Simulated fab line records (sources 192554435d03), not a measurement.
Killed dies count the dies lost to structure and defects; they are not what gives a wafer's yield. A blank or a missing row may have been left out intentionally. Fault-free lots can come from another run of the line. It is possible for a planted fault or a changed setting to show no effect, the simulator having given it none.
Chamber matching -- flow n5-finfet -- rie-diel-06 running N5_BEOL_M6_ETCH_65: 4 sister chambers
The step etches SiARC in CF4, target depth 15.6 nm, time 26 s. 4 wafers are shown with their chamber, then 10 later ones without.

== WAFERS WITH THEIR CHAMBER ==
wafer,chamber,drypump-motor-current-A (A)
L082.6,0,5.3
L084.4,1,6.5
L086.1,3,4.8
L086.2,2,5.4

== WAFERS WITH NO CHAMBER GIVEN ==
wafer,drypump-motor-current-A (A)
L086.3,5.3
L087.1,5.3
L087.2,5.4
L087.4,6.4
L091.2,6.5
L091.3,5.3
L091.4,4.8
L097.1,4.8
L097.4,5.4
L097.5,4.8

== WHICH CHAMBER EACH WENT THROUGH ==
wafer,from the rows above,in truth
L086.3,0,0
L087.1,0,0
L087.2,2,2
L087.4,1,1
L091.2,1,1
L091.3,0,0
L091.4,3,3
L097.1,3,3
L097.4,2,2
L097.5,3,3
10 of 10 placed correctly. Can't be placed from these rows: 0. 0 placed wrongly.
How it was worked out, from the rows above alone: a wafer's distance from a chamber is the root of the sum, over the readings, of the square of ((its reading less the chamber's mean) divided by the reading's scatter). The wafer belongs to the nearest chamber; if the next one is less than 2 further off, it can't be placed. For every chamber, the mean is computed from those of its wafers that are shown. The scatter: with one shown wafer a chamber, the root of the mean of the squares of how far each hidden wafer lies from its nearest shown one.
